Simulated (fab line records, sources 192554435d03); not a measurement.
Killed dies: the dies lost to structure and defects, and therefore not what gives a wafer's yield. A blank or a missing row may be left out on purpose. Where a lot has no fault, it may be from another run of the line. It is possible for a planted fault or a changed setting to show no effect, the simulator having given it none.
fab line records    flow n5-finfet
record lots=13  wafers=36  last-day=18
route steps=1938 shown BEOL_M5@1173
lots that met no fault: taken from a fault-free run of the same line
start-h: hours from the record's opening day to when the first of the lot's shown wafers began    wait-h: hours from the lot's prior step to this one    " as in the row above    L1.1+2: one row covering several wafers at once    - value missing, or start not given    * or withheld: withheld    < > ~ a bound
route shown NAME@n: names a module that has steps shown in the file, with the first one's number in the route    usual: mean/standard deviation of fault-free wafers    same: alike in all rows    chamber/n: place in a boat    sites: per-site readings    _std_site: standard deviation across them    _edge_site: outer sites' mean less inner sites'    radius-mm: for every site, how far away it sits from the centre of the wafer    mask NAME#n: copy n    behind: tool/chamber where the wafer was last shaped    hold: why the lot went on hold/how many hours it stayed there/how the hold came to an end    device: names the non-switching transistor (n, p or np)    end of line: tests of these same wafers at the route's end    a step without rows: its recipe alone    killed: dies that structure and defects cost at the first sort, which is not the same as the wafer's yield    map: per-die view of a wafer (x killed, . not killed, _ where there is no die)
set.NAME: the setting that was run; set.NAME@STEP: the one run at that earlier step    model.NAME: the simulator's own value behind a step, which no gauge read
route steps across a sampled set of lots; one table per step, one row per wafer
services: from which hour (start-h, from the record's first day; less than 0 if before it) a tool's chamber was out of use, for how many hours, and why
## steps
# step N5_BEOL_M5_SURFACE_TREAT_87
# recipe gas=Ar  time-s=*  ion-energy-ev=*  ion-current-ma-cm2=0.5  pressure-mtorr=*  ar-flow-sccm=30
# usual throttle-valve-pct=*
lot.wafer  tool            chamber  start-h  wait-h  throttle-valve-pct
L156.4     pvd-sputter-01  -        175.26   0.2     *
L156.5     "               -        "        "       *
L156.6     "               -        "        "       *
L157.3     pvd-sputter-03  -        181.94   0.1     *
L157.4     "               -        "        "       *
L157.5     "               -        "        "       *
L158.2     pvd-sputter-01  -        182.41   0.2     *
L158.3     "               -        "        "       *
L158.4     "               -        "        "       *
L159.3     pvd-sputter-02  -        196.45   0.1     *
L159.4     "               -        "        "       *
L159.5     "               -        "        "       *
L162.1     pvd-sputter-01  -        206.89   0.1     *
L162.2     "               -        "        "       *
L162.5     "               -        "        "       *
L161.1     pvd-sputter-03  -        207.97   0.5     *
L161.3     "               -        "        "       *
L161.4     "               -        "        "       *
L165.5     pvd-sputter-03  -        228.40   0.1     *
L165.6     "               -        "        "       *
L164.1     pvd-sputter-02  -        228.81   0.2     *
L164.4     "               -        "        "       *
L164.5     "               -        "        "       *
L171.3     pvd-sputter-01  -        280.11   0.2     *
L173.2     pvd-sputter-01  -        293.31   0.2     *
L173.3     "               -        "        "       *
L173.5     "               -        "        "       *
L175.1     pvd-sputter-03  -        298.79   0.2     *
L175.2     "               -        "        "       *
L175.6     "               -        "        "       *
L174.1     pvd-sputter-01  -        299.12   0.3     *
L174.4     "               -        "        "       *
L174.6     "               -        "        "       *
L178.1     pvd-sputter-03  -        326.07   0.3     *
L178.2     "               -        "        "       *
L178.4     "               -        "        "       *
# step N5_BEOL_M5_CVD_47
# recipe material=Co  target-thk-a=30  temp-c=withheld  precursor=CCTBA/H2  pressure-torr=30  time-s=216
# usual run-length-s=238.8/0.4
lot.wafer  tool       chamber  start-h  wait-h  run-length-s  since-wet-clean-h
L156.4     cvd-co-02  0        175.44   0.2     238.5         -
L156.5     "          2        "        "       239.4         -
L156.6     "          1        "        "       238.5         -
L157.3     cvd-co-02  2        182.06   0.1     239.1         483
L157.4     "          2        "        "       239.1         -
L157.5     "          0        "        "       239.0         -
L158.2     cvd-co-02  0        182.53   0.1     238.9         943
L158.3     "          1        "        "       238.5         46
L158.4     "          0        "        "       238.1         -
L159.3     cvd-co-01  0        196.51   0.0     238.7         738
L159.4     "          1        "        "       238.2         -
L159.5     "          2        "        "       239.1         -
L162.1     cvd-co-02  0        206.95   0.0     238.2         967
L162.2     "          2        "        "       239.9         508
L162.5     "          2        "        "       239.1         -
L161.1     cvd-co-01  1        208.11   0.1     238.3         1187
L161.3     "          0        "        "       238.6         749
L161.4     "          2        "        "       238.7         -
L165.5     cvd-co-01  1        228.51   0.1     239.0         -
L165.6     "          2        "        "       239.3         -
L164.1     cvd-co-02  1        228.99   0.2     238.8         92
L164.4     "          0        "        "       239.0         -
L164.5     "          1        "        "       238.8         -
L171.3     cvd-co-02  2        280.23   0.1     240.9         581
L173.2     cvd-co-01  2        293.38   0.1     239.3         375
L173.3     "          2        "        "       238.9         -
L173.5     "          1        "        "       238.6         -
L175.1     cvd-co-01  1        298.98   0.2     238.7         1278
L175.2     "          2        "        "       239.3         381
L175.6     "          1        "        "       238.4         -
L174.1     cvd-co-01  1        299.41   0.3     238.4         1278
L174.4     "          2        "        "       239.4         -
L174.6     "          0        "        "       238.8         -
L178.1     cvd-co-01  0        326.13   0.0     239.5         867
L178.2     "          2        "        "       238.7         408
L178.4     "          0        "        "       238.5         -
# step N5_BEOL_M5_SPUTTER_83
# recipe material=Cu  target-thk-a=150  temp-c=-20  chamber-pressure-pa=0.07  power-w=withheld  time-s=27.62
# usual susceptor-temp-C=-20.00/0.11  throttle-valve-pct=30.1/0.84
lot.wafer  tool            chamber  start-h  wait-h  susceptor-temp-C  throttle-valve-pct
L156.4     pvd-sputter-02  -        180.18   0.5     -20.08            29.6
L156.5     "               -        "        "       -19.96            30.1
L156.6     "               -        "        "       -20.07            29.9
L157.3     pvd-sputter-03  -        184.43   0.5     -20.20            29.3
L157.4     "               -        "        "       -19.89            29.9
L157.5     "               -        "        "       -19.83            31.5
L158.2     pvd-sputter-01  -        185.06   0.5     -19.85            28.4
L158.3     "               -        "        "       -19.90            30.7
L158.4     "               -        "        "       -20.11            28.6
L159.3     pvd-sputter-03  -        198.85   0.5     -20.10            31.2
L159.4     "               -        "        "       -19.92            30.0
L159.5     "               -        "        "       -20.03            30.2
L162.1     pvd-sputter-01  -        209.70   0.5     -19.98            29.8
L162.2     "               -        "        "       -19.90            28.8
L162.5     "               -        "        "       -19.92            30.0
L161.1     pvd-sputter-03  -        210.49   0.5     -19.90            30.7
L161.3     "               -        "        "       -19.97            29.3
L161.4     "               -        "        "       -20.13            31.6
L165.5     pvd-sputter-03  -        230.82   0.0     -19.99            29.1
L165.6     "               -        "        "       -19.95            30.9
L164.1     pvd-sputter-02  -        231.45   0.5     -19.90            29.6
L164.4     "               -        "        "       -19.98            29.6
L164.5     "               -        "        "       -20.14            29.9
L171.3     pvd-sputter-03  -        282.55   0.5     -19.87            29.3
L173.2     pvd-sputter-03  -        295.84   0.5     -20.00            31.5
L173.3     "               -        "        "       -20.06            29.9
L173.5     "               -        "        "       -20.02            29.9
L175.1     pvd-sputter-01  -        301.41   0.5     -19.91            28.8
L175.2     "               -        "        "       -20.08            30.1
L175.6     "               -        "        "       -19.96            30.8
L174.1     pvd-sputter-03  -        303.24   0.5     -20.00            30.9
L174.4     "               -        "        "       -19.99            31.8
L174.6     "               -        "        "       -19.98            29.0
L178.1     pvd-sputter-03  -        328.60   0.5     -19.91            31.6
L178.2     "               -        "        "       -20.07            29.2
L178.4     "               -        "        "       -20.01            30.9
# step N5_BEOL_M5_ANNEAL_89
# recipe temp-c=400  time-s=1800  ambient=vacuum
# usual heater-power-w=914/87  susceptor-temp-C=400.02/0.22
lot.wafer  tool            chamber  start-h  wait-h  heater-power-w  susceptor-temp-C
L156.4     pvd-sputter-02  -        181.84   0.0     748             399.99
L156.5     "               -        "        "       922             399.72
L156.6     "               -        "        "       766             400.15
L157.3     pvd-sputter-03  -        185.60   0.0     808             400.05
L157.4     "               -        "        "       1018            400.22
L157.5     "               -        "        "       910             399.96
L158.2     pvd-sputter-01  -        186.23   0.0     887             399.99
L158.3     "               -        "        "       1028            400.29
L158.4     "               -        "        "       834             400.10
L159.3     pvd-sputter-03  -        200.01   0.0     821             400.27
L159.4     "               -        "        "       1010            400.07
L159.5     "               -        "        "       1024            399.93
L162.1     pvd-sputter-01  -        210.87   0.0     1064            399.95
L162.2     "               -        "        "       853             399.98
L162.5     "               -        "        "       1045            400.16
L161.1     pvd-sputter-03  -        211.65   0.0     827             400.22
L161.3     "               -        "        "       832             400.00
L161.4     "               -        "        "       926             400.20
L165.5     pvd-sputter-03  -        232.45   0.5     837             400.01
L165.6     "               -        "        "       833             400.03
L164.1     pvd-sputter-02  -        232.61   0.0     922             400.14
L164.4     "               -        "        "       998             400.01
L164.5     "               -        "        "       768             400.08
L171.3     pvd-sputter-03  -        283.72   0.0     806             399.70
L173.2     pvd-sputter-03  -        297.00   0.0     915             399.87
L173.3     "               -        "        "       996             400.21
L173.5     "               -        "        "       1007            400.25
L175.1     pvd-sputter-01  -        302.58   0.0     880             400.01
L175.2     "               -        "        "       1023            399.90
L175.6     "               -        "        "       1004            400.08
L174.1     pvd-sputter-03  -        304.41   0.0     827             399.70
L174.4     "               -        "        "       927             399.86
L174.6     "               -        "        "       833             400.40
L178.1     pvd-sputter-03  -        329.77   0.0     950             400.12
L178.2     "               -        "        "       828             400.16
L178.4     "               -        "        "       826             399.97
## services
tool            chamber  start-h  hours  kind
pvd-sputter-03  -        155.67   1.6    repair
cvd-co-02       -        165.03   1.7    repair
pvd-sputter-01  -        176.49   2.6    repair
cvd-co-02       -        198.82   0.5    repair
cvd-co-02       -        212.88   6.9    pm
cvd-co-01       1        222.85   2.7    repair
pvd-sputter-01  -        234.69   2.1    repair
cvd-co-01       -        242.52   2.8    pm
pvd-sputter-01  -        256.70   7.0    repair
cvd-co-01       0        284.24   12.7   repair
cvd-co-02       -        309.57   2.8    pm
## key
first-sign step=N5_BEOL_M5_CVD_47  reading=run-length-s  direction=up  sigmas=5.1  usual=*  struck=*
effect none on later readings
met-at N5_BEOL_M5_CVD_47
struck-lots L171
struck-wafers L171.3
not-acting-at N5_BEOL_M5_SURFACE_TREAT_87,N5_BEOL_M5_SPUTTER_83,N5_BEOL_M5_ANNEAL_89
onset-between 228.99 280.23
fault kind=process-parameter-drift  tool=cvd-co-02  chamber=-  onset-h=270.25  steps=N5_BEOL_M5_CVD_47  channel=time-s  offset=*  shape=step  end-h=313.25  scope=struck-wafers-only  acts-in=*  stated=*
